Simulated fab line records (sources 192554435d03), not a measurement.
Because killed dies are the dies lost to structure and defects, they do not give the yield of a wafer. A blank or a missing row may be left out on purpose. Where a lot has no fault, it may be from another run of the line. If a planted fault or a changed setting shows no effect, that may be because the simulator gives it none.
fab line records    flow n5-finfet    part 1 of 2: steps 1 to 20 of 26
record lots=5  wafers=15  last-day=17
route steps=1938 shown DUMMY_GATE@225
lots with no fault: from the same line, run without faults
start-h: hours from the record's first day to the start of the lot's first wafer shown    wait-h: hours since the lot's step before    " identical to the entry in the row above    L1.1+2: a single row standing in for several wafers    - no value, or no start was given    * or withheld: withheld    < > ~ a bound
route shown NAME@n: NAME is a module with steps in the file, n the number in the route of the first one    usual: mean/standard deviation taken from wafers without a fault    same: alike in all rows    chamber/n: place in a boat    sites: per-site readings    _std_site: the values' standard deviation    _edge_site: the outer-site mean with the inner-site mean subtracted    radius-mm: for every site, how far away it sits from the centre of the wafer    mask NAME#n: copy n    behind: tool/chamber where the wafer was last shaped    hold: cause of the lot's hold/its duration in hours/its outcome    device: the n, p or np transistor that did not switch    end of line: tests run on the same wafers once the route is complete    for a step that has no rows: nothing shown but its recipe    killed: dies lost to structure and defects at the first sort, not the wafer's yield    map: a wafer's dies, marking killed ones x, the rest . and places with no die _
set.NAME: the setting as run; set.NAME@STEP: as run at that earlier step    model.NAME: the simulator's own value behind a step, which no gauge read
lots at some steps of the route; a table a step, a row a wafer
services: when a tool's chamber went out of use (start-h, in hours from the record's first day, below 0 if earlier), for how many hours, and the reason
## steps
# step N5_DUMMY_GATE_COAT_09
# recipe resist=CAR-EUV  spin-rpm=1500  resist-thk-nm=30
# usual spin-speed-rpm=1500.1/1
lot.wafer  tool            chamber  start-h  wait-h  spin-speed-rpm
L077.1     litho-track-02  0        -        -       1498.0
L077.5     "               0        "        "       1499.2
L077.6     "               0        "        "       1498.0
L079.1     litho-track-03  0        -        -       1499.9
L079.2     "               0        "        "       1499.8
L079.5     "               0        "        "       1500.0
L084.2     litho-track-03  0        -        -       1498.5
L084.4     "               0        "        "       1500.2
L084.5     "               0        "        "       1499.8
L092.2     litho-track-04  0        -        -       1501.1
L092.3     "               0        "        "       1500.9
L092.6     "               0        "        "       1501.1
L093.2     litho-track-03  0        -        -       1500.1
L093.3     "               0        "        "       1500.5
L093.6     "               0        "        "       1501.3
# step N5_DUMMY_GATE_EBR_11
# recipe solvent=PGMEA  ebr-width-mm=1.5
lot.wafer   tool            chamber  start-h  wait-h
L077.1+5+6  litho-track-02  0        -        -
L079.1+2+5  litho-track-03  0        -        -
L084.2+4+5  litho-track-03  0        -        -
L092.2+3+6  litho-track-04  0        -        -
L093.2+3+6  litho-track-03  0        -        -
# step N5_DUMMY_GATE_SOFTBAKE_10
# recipe temp-c=110  time-s=60  resist=CAR-EUV
lot.wafer   tool            chamber  start-h  wait-h
L077.1+5+6  litho-track-02  0        -        -
L079.1+2+5  litho-track-03  0        -        -
L084.2+4+5  litho-track-03  0        -        -
L092.2+3+6  litho-track-04  0        -        -
L093.2+3+6  litho-track-03  0        -        -
# step N5_DUMMY_GATE_EXPOSE_12
# recipe mask-id=GATE  na=0.33  source-shape=annular  sigma-inner=0.2  sigma-outer=0.6  polarization=unpolarized  target-cd-nm=25  dose-mj=34
# usual exposure-dose-mJ-cm2=33.89/0.043  focus-offset-nm=0.0/0.5  reticle-temp-C=23.01/0.12
# same na=0.33  sigma-inner=0.2
lot.wafer  tool            chamber  start-h  wait-h  mask    exposure-dose-mJ-cm2  focus-offset-nm  reticle-temp-C
L077.1     euv-scanner-01  0        71.20    -       GATE#0  33.91                 -0.9             22.84
L077.5     "               0        "        "       GATE#0  33.86                 0.7              22.92
L077.6     "               0        "        "       GATE#0  33.86                 0.3              22.76
L079.1     euv-scanner-02  0        78.45    -       GATE#0  34.03                 -0.8             23.06
L079.2     "               0        "        "       GATE#0  33.96                 -0.4             23.07
L079.5     "               0        "        "       GATE#0  33.96                 -0.2             23.01
L084.2     euv-scanner-01  0        116.70   -       GATE#0  33.92                 1.3              23.10
L084.4     "               0        "        "       GATE#0  33.97                 -0.3             23.02
L084.5     "               0        "        "       GATE#0  33.94                 0.4              22.93
L092.2     euv-scanner-02  0        152.95   -       GATE#0  33.88                 0.2              22.89
L092.3     "               0        "        "       GATE#0  33.90                 -0.6             23.02
L092.6     "               0        "        "       GATE#0  33.86                 -0.4             23.02
L093.2     euv-scanner-02  0        160.95   -       GATE#0  33.96                 0.2              23.09
L093.3     "               0        "        "       GATE#0  33.90                 0.3              22.98
L093.6     "               0        "        "       GATE#0  33.95                 -0.4             22.96
# step N5_DUMMY_GATE_PEB_13
# recipe peb-temp-c=100  peb-time-s=60  resist=CAR-EUV
lot.wafer   tool            chamber  start-h  wait-h
L077.1+5+6  litho-track-02  0        71.26    0.1
L079.1+2+5  litho-track-02  0        78.51    0.1
L084.2+4+5  litho-track-02  0        116.76   0.0
L092.2+3+6  litho-track-04  0        153.00   0.0
L093.2+3+6  litho-track-02  0        161.00   0.0
# step N5_DUMMY_GATE_DEVELOP_14
# recipe develop-time-s=30  developer=TMAH  resist=CAR-EUV  rinse-liquid=surfactant-rinse  dry=air-spin  dev-temp-c=23
lot.wafer   tool            chamber  start-h  wait-h
L077.1+5+6  litho-track-02  0        -        -
L079.1+2+5  litho-track-02  0        -        -
L084.2+4+5  litho-track-02  0        -        -
L092.2+3+6  litho-track-04  0        -        -
L093.2+3+6  litho-track-02  0        -        -
# step N5_DUMMY_GATE_CD_MEAS_15
# recipe target-cd-nm=25.8  landing-energy-ev=500  detector=se-inlens
# usual cd-nm=24.91/0.25
lot.wafer  tool       chamber  start-h  wait-h  cd-nm
L077.1     cd-sem-02  0        71.33    -       24.26
L077.5     "          0        "        "       25.27
L077.6     "          0        "        "       25.00
L079.1     cd-sem-01  0        78.58    -       25.11
L079.2     "          0        "        "       25.13
L079.5     "          0        "        "       25.18
L084.2     cd-sem-01  0        116.83   -       24.90
L084.4     "          0        "        "       25.09
L084.5     "          0        "        "       25.07
L092.2     cd-sem-01  0        153.07   -       24.97
L092.3     "          0        "        "       24.87
L092.6     "          0        "        "       25.00
L093.2     cd-sem-02  0        161.07   -       24.71
L093.3     "          0        "        "       24.89
L093.6     "          0        "        "       24.65
# step N5_DUMMY_GATE_OVL_MEAS_16
# recipe points-per-wafer=522
# usual GATE_OVL=-0.1/0.63
lot.wafer  tool        chamber  start-h  wait-h  GATE_OVL[nm]
L077.1     overlay-02  0        71.37    0.0     -0.7
L077.5     "           0        "        "       -0.1
L077.6     "           0        "        "       -0.1
L079.1     overlay-01  0        78.62    0.0     -0.6
L079.2     "           0        "        "       0.3
L079.5     "           0        "        "       -1.0
L084.2     overlay-01  0        116.87   0.0     -0.7
L084.4     "           0        "        "       -1.0
L084.5     "           0        "        "       0.0
L092.2     overlay-01  0        153.11   0.0     0.5
L092.3     "           0        "        "       1.8
L092.6     "           0        "        "       0.3
L093.2     overlay-01  0        161.11   0.0     0.4
L093.3     "           0        "        "       0.8
L093.6     "           0        "        "       -0.5
# step N5_DUMMY_GATE_INSPECT_17
# recipe mode=adi  inspect-instrument=brightfield
# usual raw-defect-count=194/53
lot.wafer  tool               chamber  start-h  wait-h  raw-defect-count
L077.1     defect-inspect-02  -        71.43    0.1     121
L077.5     "                  -        "        "       153
L077.6     "                  -        "        "       159
L079.1     defect-inspect-02  -        78.68    0.1     185
L079.2     "                  -        "        "       247
L079.5     "                  -        "        "       164
L084.2     defect-inspect-01  -        116.92   0.0     124
L084.4     "                  -        "        "       127
L084.5     "                  -        "        "       135
L092.2     defect-inspect-01  -        153.17   0.0     285
L092.3     "                  -        "        "       258
L092.6     "                  -        "        "       251
L093.2     defect-inspect-01  -        161.17   0.0     219
L093.3     "                  -        "        "       221
L093.6     "                  -        "        "       148
# step N5_DUMMY_GATE_DESCUM_20
# recipe chemistry=O2  time-s=6.2  source-power-w=50  bias-power-w=20  pressure-mtorr=20  rf-frequency-hz=2.712e+07  temp-c=40  resist=CAR-EUV  o2-flow-sccm=225
# usual drypump-motor-current-A=5.7/0.39  oes-product-au=0.77/0.09  rf-vpp-V=243.5/1.4  showerhead-plenum-p-Torr=2.12/0.069  throttle-valve-pct=20.56/0.3
lot.wafer  tool         chamber  start-h  wait-h  drypump-motor-current-A  oes-product-au  rf-hours-counter-h  rf-vpp-V  showerhead-plenum-p-Torr  throttle-valve-pct
L077.1     rie-diel-02  2        71.46    0.0     5.7                      0.72            210                 242.4     2.10                      20.99
L077.5     "            2        "        "       5.6                      0.71            -                   243.2     2.10                      20.97
L077.6     "            0        "        "       6.1                      0.76            -                   243.1     2.09                      20.58
L079.1     rie-diel-02  1        79.51    0.8     5.8                      0.75            150                 243.3     2.17                      20.57
L079.2     "            2        "        "       5.6                      0.71            214                 243.0     2.10                      20.98
L079.5     "            2        "        "       5.7                      0.70            -                   244.8     2.10                      20.99
L084.2     rie-diel-04  1        116.96   0.0     6.2                      0.70            212                 243.2     2.01                      20.71
L084.4     "            0        "        "       5.3                      0.67            248                 242.1     2.00                      20.32
L084.5     "            2        "        "       4.9                      0.83            -                   243.7     2.15                      20.43
L092.2     rie-diel-05  2        153.20   0.0     5.8                      0.94            10                  242.4     2.03                      19.95
L092.3     "            1        "        "       5.5                      0.71            205                 242.1     2.06                      20.35
L092.6     "            0        "        "       6.5                      0.72            -                   245.0     2.17                      20.71
L093.2     rie-diel-02  3        161.73   0.6     5.3                      0.90            26                  245.7     2.24                      20.26
L093.3     "            2        "        "       5.7                      0.68            239                 242.3     2.09                      21.02
L093.6     "            0        "        "       6.0                      0.74            -                   243.5     2.08                      20.61
# step N5_DUMMY_GATE_ETCH_29
# recipe chemistry=N2/H2  target=underlayer  target-depth-a=130  ion-energy-ev=200  pressure-mtorr=30  source-w=840  bias-w=150  n2-flow-sccm=200  h2-flow-sccm=200
# usual drypump-motor-current-A=5.7/0.39  oes-product-au=0.77/0.089  rf-vpp-V=524.5/2.5  showerhead-plenum-p-Torr=2.57/0.094  throttle-valve-pct=18.04/0.28
lot.wafer  tool         chamber  start-h  wait-h  drypump-motor-current-A  oes-product-au  rf-hours-counter-h  rf-vpp-V  showerhead-plenum-p-Torr  throttle-valve-pct
L077.1     rie-diel-02  2        71.53    0.0     5.6                      0.73            210                 521.6     2.52                      18.24
L077.5     "            2        "        "       5.7                      0.73            -                   522.7     2.52                      18.26
L077.6     "            0        "        "       6.0                      0.75            -                   523.7     2.54                      18.02
L079.1     rie-diel-02  1        79.58    0.0     5.9                      0.74            150                 527.7     2.67                      18.26
L079.2     "            2        "        "       5.7                      0.72            214                 523.7     2.52                      18.27
L079.5     "            2        "        "       5.7                      0.72            -                   522.6     2.52                      18.25
L084.2     rie-diel-04  1        117.02   0.0     6.2                      0.71            212                 519.4     2.42                      18.15
L084.4     "            0        "        "       5.2                      0.67            248                 519.9     2.37                      17.45
L084.5     "            2        "        "       4.9                      0.84            -                   524.5     2.58                      17.74
L092.2     rie-diel-05  2        153.26   0.0     5.8                      0.96            10                  523.4     2.50                      17.54
L092.3     "            1        "        "       5.5                      0.69            205                 520.9     2.54                      18.08
L092.6     "            0        "        "       6.5                      0.72            -                   526.9     2.62                      18.16
L093.2     rie-diel-02  3        161.79   0.0     5.4                      0.91            26                  527.8     2.72                      17.81
L093.3     "            2        "        "       5.7                      0.70            239                 522.3     2.51                      18.32
L093.6     "            0        "        "       6.0                      0.73            -                   522.7     2.53                      18.06
# step N5_DUMMY_GATE_ETCH_36
# recipe chemistry=CF4  target=SiARC  target-depth-a=130  pressure-mtorr=40  source-w=545  bias-w=36  Ar_flow_sccm=100  cf4-flow-sccm=100  ion-energy-ev=80
# usual drypump-motor-current-A=5.7/0.39  oes-product-au=0.77/0.089  rf-vpp-V=184.3/1.2  showerhead-plenum-p-Torr=2.16/0.066  throttle-valve-pct=15.71/0.28
lot.wafer  tool         chamber  start-h  wait-h  drypump-motor-current-A  oes-product-au  rf-hours-counter-h  rf-vpp-V  showerhead-plenum-p-Torr  throttle-valve-pct
L077.1     rie-diel-02  2        71.57    0.0     5.7                      0.72            210                 183.8     2.13                      16.05
L077.5     "            2        "        "       5.7                      0.73            -                   184.7     2.13                      16.03
L077.6     "            0        "        "       6.0                      0.75            -                   184.4     2.15                      15.72
L079.1     rie-diel-02  1        79.62    0.0     5.8                      0.74            150                 184.5     2.23                      15.80
L079.2     "            2        "        "       5.7                      0.72            214                 183.3     2.13                      16.04
L079.5     "            2        "        "       5.7                      0.72            -                   183.9     2.13                      16.04
L084.2     rie-diel-04  1        117.06   0.0     6.2                      0.70            212                 182.7     2.06                      15.93
L084.4     "            0        "        "       5.3                      0.66            248                 182.9     2.02                      15.44
L084.5     "            2        "        "       4.9                      0.84            -                   183.0     2.17                      15.48
L092.2     rie-diel-05  2        153.30   0.0     5.8                      0.96            10                  184.4     2.09                      15.19
L092.3     "            1        "        "       5.5                      0.69            205                 184.1     2.11                      15.65
L092.6     "            0        "        "       6.4                      0.72            -                   184.3     2.21                      15.89
L093.2     rie-diel-02  3        161.83   0.0     5.4                      0.90            26                  186.5     2.27                      15.35
L093.3     "            2        "        "       5.6                      0.70            239                 182.8     2.12                      16.10
L093.6     "            0        "        "       6.0                      0.73            -                   182.7     2.14                      15.77
# step N5_DUMMY_GATE_ETCH_37
# recipe chemistry=N2/H2  target=SOC  target-depth-a=600  overetch-a=300  temp-c=40  ion-energy-ev=200  pressure-mtorr=30  source-w=840  bias-w=150  n2-flow-sccm=200  h2-flow-sccm=200
# usual drypump-motor-current-A=5.7/0.38  oes-product-au=0.61/0.069  rf-vpp-V=524.5/2.5  showerhead-plenum-p-Torr=2.57/0.094  throttle-valve-pct=17.97/0.28
lot.wafer  tool         chamber  start-h  wait-h  drypump-motor-current-A  oes-product-au  rf-hours-counter-h  rf-vpp-V  showerhead-plenum-p-Torr  throttle-valve-pct
L077.1     rie-diel-02  2        71.61    0.0     5.7                      0.56            210                 522.6     2.52                      18.17
L077.5     "            2        "        "       5.7                      0.56            -                   523.7     2.52                      18.19
L077.6     "            0        "        "       6.0                      0.61            -                   524.7     2.54                      17.95
L079.1     rie-diel-02  1        79.66    0.0     5.8                      0.60            150                 528.3     2.67                      18.19
L079.2     "            2        "        "       5.7                      0.56            214                 523.7     2.52                      18.19
L079.5     "            2        "        "       5.7                      0.56            -                   522.8     2.52                      18.19
L084.2     rie-diel-04  1        117.10   0.0     6.2                      0.55            212                 521.0     2.42                      18.09
L084.4     "            0        "        "       5.3                      0.53            248                 518.7     2.37                      17.39
L084.5     "            2        "        "       4.9                      0.67            -                   525.3     2.58                      17.65
L092.2     rie-diel-05  2        153.34   0.0     5.8                      0.75            10                  522.3     2.50                      17.46
L092.3     "            1        "        "       5.6                      0.56            205                 522.2     2.54                      18.03
L092.6     "            0        "        "       6.5                      0.57            -                   526.0     2.62                      18.10
L093.2     rie-diel-02  3        161.87   0.0     5.4                      0.72            26                  528.1     2.72                      17.74
L093.3     "            2        "        "       5.6                      0.56            239                 523.8     2.51                      18.23
L093.6     "            0        "        "       6.1                      0.60            -                   524.3     2.53                      17.98
# step N5_DUMMY_GATE_STRIP_38
# recipe chemistry=N2/H2  temp-c=40  n2-flow-sccm=200  h2-flow-sccm=200  rf-frequency-hz=6e+07
lot.wafer   tool         chamber  start-h  wait-h
L077.1+5+6  rie-diel-02  2,2,0    71.65    0.0
L079.1+2+5  rie-diel-02  1,2,2    79.70    0.0
L084.2+4+5  rie-diel-04  1,0,2    117.14   0.0
L092.2+3+6  rie-diel-05  2,1,0    153.38   0.0
L093.2+3+6  rie-diel-02  3,2,0    161.91   0.0
# step N5_DUMMY_GATE_STRIP_39
# recipe chemistry=N2/H2  temp-c=40  n2-flow-sccm=200  h2-flow-sccm=200  rf-frequency-hz=6e+07
lot.wafer   tool         chamber  start-h  wait-h
L077.1+5+6  rie-diel-02  2,2,0    71.66    0.0
L079.1+2+5  rie-diel-02  1,2,2    79.71    0.0
L084.2+4+5  rie-diel-04  1,0,2    117.15   0.0
L092.2+3+6  rie-diel-05  2,1,0    153.39   0.0
L093.2+3+6  rie-diel-02  3,2,0    161.92   0.0
# step N5_DUMMY_GATE_TRIM_49
# recipe chemistry=O2  resist=SOC  time-s=29  target-cd-nm=14  source-power-w=300  bias-power-w=0  O2_flow_sccm=100  temp-c=20
# usual drypump-motor-current-A=5.5/0.52  oes-product-au=0.998/0.022  throttle-valve-pct=8.12/0.13
lot.wafer  tool       chamber  start-h  wait-h  drypump-motor-current-A  oes-product-au  rf-hours-counter-h  throttle-valve-pct
L077.1     rie-si-06  0        71.69    0.0     6.3                      0.983           196                 8.40
L077.5     "          1        "        "       5.7                      0.960           -                   8.29
L077.6     "          2        "        "       4.8                      0.985           -                   8.00
L079.1     rie-si-02  2        79.74    0.0     6.4                      0.978           140                 8.21
L079.2     "          3        "        "       5.5                      1.003           127                 8.21
L079.5     "          2        "        "       6.4                      0.982           -                   8.20
L084.2     rie-si-02  3        117.18   0.0     5.5                      0.997           127                 8.20
L084.4     "          0        "        "       5.8                      0.990           171                 7.99
L084.5     "          2        "        "       6.4                      0.984           -                   8.21
L092.2     rie-si-03  1        153.42   0.0     5.2                      0.997           71                  8.01
L092.3     "          0        "        "       5.9                      1.034           4                   8.06
L092.6     "          1        "        "       5.2                      0.980           -                   8.02
L093.2     rie-si-03  0        161.95   0.0     6.0                      1.032           4                   8.07
L093.3     "          2        "        "       4.8                      0.985           117                 7.99
L093.6     "          1        "        "       5.2                      0.982           -                   8.03
# step N5_DUMMY_GATE_STRIP_40
# recipe chemistry=CF4  resist=SiARC  power-w=300  bias-power-w=75  pressure-mtorr=50  cf4-flow-sccm=150  rf-frequency-hz=6e+07
# usual drypump-motor-current-A=5.6/0.46  oes-product-au=0.77/0.095  rf-vpp-V=271.3/1.6  showerhead-plenum-p-Torr=1.80/0.053  throttle-valve-pct=13.6/0.33
lot.wafer  tool         chamber  start-h  wait-h  drypump-motor-current-A  oes-product-au  rf-hours-counter-h  rf-vpp-V  showerhead-plenum-p-Torr  throttle-valve-pct
L077.1     rie-diel-04  3        71.79    0.1     5.0                      0.68            248                 273.5     1.81                      13.5
L077.5     "            2        "        "       4.9                      0.84            -                   273.5     1.81                      13.4
L077.6     "            1        "        "       6.2                      0.69            -                   269.4     1.73                      13.8
L079.1     rie-diel-02  3        79.84    0.1     5.4                      0.97            1                   273.8     1.91                      13.3
L079.2     "            2        "        "       5.7                      0.70            214                 271.4     1.79                      14.0
L079.5     "            1        "        "       5.8                      0.75            -                   271.8     1.86                      13.7
L084.2     rie-diel-04  1        117.58   0.4     6.2                      0.68            212                 268.1     1.73                      13.9
L084.4     "            2        "        "       4.9                      0.82            66                  272.3     1.81                      13.4
L084.5     "            0        "        "       5.3                      0.65            -                   268.7     1.69                      13.5
L092.2     rie-diel-05  2        153.52   0.1     5.8                      0.95            10                  271.7     1.75                      13.1
L092.3     "            0        "        "       6.4                      0.72            184                 271.3     1.83                      13.8
L092.6     "            2        "        "       5.8                      0.94            -                   269.5     1.75                      13.1
L093.2     rie-diel-05  1        162.06   0.1     5.5                      0.70            207                 269.7     1.77                      13.7
L093.3     "            3        "        "       5.3                      0.68            232                 270.0     1.78                      14.0
L093.6     "            0        "        "       6.4                      0.72            -                   270.7     1.83                      13.8
# step N5_DUMMY_GATE_CD_MEAS_50
# recipe target-cd-nm=14
# usual cd-nm=13.9/0.5
lot.wafer  tool       chamber  start-h  wait-h  cd-nm
L077.1     cd-sem-03  -        71.84    0.0     13.5
L077.5     "          -        "        "       13.8
L077.6     "          -        "        "       14.0
L079.1     cd-sem-01  -        79.90    0.0     14.3
L079.2     "          -        "        "       13.7
L079.5     "          -        "        "       13.9
L084.2     cd-sem-02  -        117.64   0.0     14.5
L084.4     "          -        "        "       14.3
L084.5     "          -        "        "       14.0
L092.2     cd-sem-03  -        153.58   0.0     13.4
L092.3     "          -        "        "       14.7
L092.6     "          -        "        "       13.8
L093.2     cd-sem-02  -        162.11   0.0     14.0
L093.3     "          -        "        "       14.1
L093.6     "          -        "        "       13.4
# step N5_DUMMY_GATE_ETCH_31
# recipe chemistry=C4F6/O2  target=SiO2  mask-material=SOC  target-depth-a=825  time-s=27.5  ion-energy-ev=250  pressure-mtorr=30  source-w=345  bias-w=185  Ar_flow_sccm=300  C4F6_flow_sccm=10  O2_flow_sccm=10
# usual drypump-motor-current-A=5.6/0.46  oes-product-au=0.76/0.092  rf-vpp-V=669/18  showerhead-plenum-p-Torr=2.86/0.099  throttle-valve-pct=21.2/0.3
lot.wafer  tool         chamber  start-h  wait-h  drypump-motor-current-A  oes-product-au  rf-hours-counter-h  rf-vpp-V  showerhead-plenum-p-Torr  throttle-valve-pct
L077.1     rie-diel-02  1        71.89    0.0     5.9                      0.74            147                 659       2.97                      21.4
L077.5     "            2        "        "       5.7                      0.71            -                   653       2.83                      21.6
L077.6     "            0        "        "       6.0                      0.76            -                   681       2.84                      21.2
L079.1     rie-diel-04  1        80.02    0.1     6.2                      0.72            198                 680       2.76                      21.5
L079.2     "            0        "        "       5.3                      0.68            234                 691       2.69                      20.8
L079.5     "            1        "        "       6.2                      0.71            -                   682       2.76                      21.5
L084.2     rie-diel-04  2        118.03   0.4     4.9                      0.83            66                  633       2.89                      21.1
L084.4     "            1        "        "       6.2                      0.70            212                 681       2.75                      21.5
L084.5     "            1        "        "       6.2                      0.70            -                   681       2.75                      21.6
L092.2     rie-diel-02  0        153.62   0.0     6.1                      0.73            179                 680       2.83                      21.3
L092.3     "            1        "        "       5.8                      0.71            173                 659       2.96                      21.4
L092.6     "            0        "        "       6.0                      0.73            -                   681       2.83                      21.3
L093.2     rie-diel-02  2        162.25   0.1     5.7                      0.69            239                 652       2.82                      21.6
L093.3     "            1        "        "       5.9                      0.72            175                 658       2.96                      21.4
L093.6     "            1        "        "       5.9                      0.72            -                   658       2.96                      21.4
# step N5_DUMMY_GATE_STRIP_41
# recipe chemistry=O2  power-w=400  temp-c=40  pressure-mtorr=30  rf-frequency-hz=6e+07  bias-power-w=0  overash-fraction=0.3  o2-flow-sccm=225
# usual drypump-motor-current-A=5.6/0.46  oes-product-au=0.76/0.091  rf-vpp-V=3.7/0.5  showerhead-plenum-p-Torr=2.11/0.073  throttle-valve-pct=16.8/0.31
lot.wafer  tool         chamber  start-h  wait-h  drypump-motor-current-A  oes-product-au  rf-hours-counter-h  rf-vpp-V  showerhead-plenum-p-Torr  throttle-valve-pct
L077.1     rie-diel-02  1        71.93    0.0     5.9                      0.74            147                 4.4       2.18                      16.8
L077.5     "            2        "        "       5.6                      0.71            -                   4.0       2.11                      17.2
L077.6     "            0        "        "       6.0                      0.75            -                   4.1       2.10                      16.8
L079.1     rie-diel-04  1        80.09    0.0     6.2                      0.72            198                 4.2       2.01                      16.9
L079.2     "            0        "        "       5.3                      0.67            234                 4.4       2.01                      16.6
L079.5     "            1        "        "       6.2                      0.71            -                   2.7       2.01                      16.9
L084.2     rie-diel-04  2        118.08   0.0     4.9                      0.85            66                  4.3       2.15                      16.7
L084.4     "            1        "        "       6.2                      0.70            212                 3.5       2.01                      17.0
L084.5     "            1        "        "       6.2                      0.70            -                   3.4       2.01                      17.0
L092.2     rie-diel-02  0        153.67   0.0     6.0                      0.73            179                 3.6       2.09                      16.8
L092.3     "            1        "        "       5.8                      0.72            173                 3.2       2.17                      16.9
L092.6     "            0        "        "       6.0                      0.73            -                   3.7       2.09                      16.8
L093.2     rie-diel-02  2        162.30   0.0     5.6                      0.69            239                 3.5       2.10                      17.2
L093.3     "            1        "        "       5.9                      0.71            175                 2.9       2.17                      16.9
L093.6     "            1        "        "       5.8                      0.72            -                   4.7       2.17                      16.9
